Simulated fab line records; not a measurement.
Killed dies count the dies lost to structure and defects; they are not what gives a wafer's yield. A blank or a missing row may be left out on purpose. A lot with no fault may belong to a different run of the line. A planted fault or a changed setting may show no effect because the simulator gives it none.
What tool caused it? | flow n5-finfet | 12 lots, 36 wafers sampled, at 1 step of a route of 1938

== WHAT THE GAUGES READ, wafer by wafer ==
N5_BEOL_M12_CD_MEAS_10: target cd 140 nm.
lot  | measured     | on        | cd-nm (nm)
L076 | day 10 19:25 | cd-sem-02 | 140.1 138.8 140.3
L079 | day 11 04:43 | cd-sem-03 | 140.1 137.7 141.3
L078 | day 11 05:18 | cd-sem-02 | 140.9 141.5 139.0
L080 | day 12 05:08 | cd-sem-02 | 143.0 143.3 140.7
L084 | day 12 22:48 | cd-sem-01 | 141.2 138.8 139.8
L085 | day 13 04:14 | cd-sem-02 | 138.1 140.9 140.3
L088 | day 14 03:24 | cd-sem-02 | 138.9 137.0 138.7
L089 | day 14 15:12 | cd-sem-03 | 141.0 139.1 137.6
L093 | day 14 19:46 | cd-sem-01 | 139.4 138.3 142.3
L092 | day 14 23:19 | cd-sem-02 | 139.5 141.9 142.5
L095 | day 15 23:40 | cd-sem-01 | 140.5 141.5 141.8
L097 | day 16 06:13 | cd-sem-02 | 139.1 139.3 138.8

== EACH LOT AND THE TOOL THAT RAN IT (in order: tool; ch and the chambers of the sampled wafers; start) ==
There is no process step in the record ahead of these readings.

== THE ANSWER, worked out from the rows above alone ==
Rule: the usual values come from the lots themselves. The widest of any qualifying gaps counts: lots, ordered by their means at a reading, are off when they make up no more than a third of the lots, leave a main group of 4 or more, and stand apart from it by 3 or more times the standard deviation of that group's means. Not used: any main group whose means are identical at the precision the tables above print for the reading. Also off: a lot with no number at a reading for which 4 or more lots have one. Where the step has rows for the other lots, those lots are counted as sound.
No lot is off on any of the readings shown, so nothing can be concluded from this.

== WHAT HAD BEEN PUT IN BY THE SIMULATOR ==
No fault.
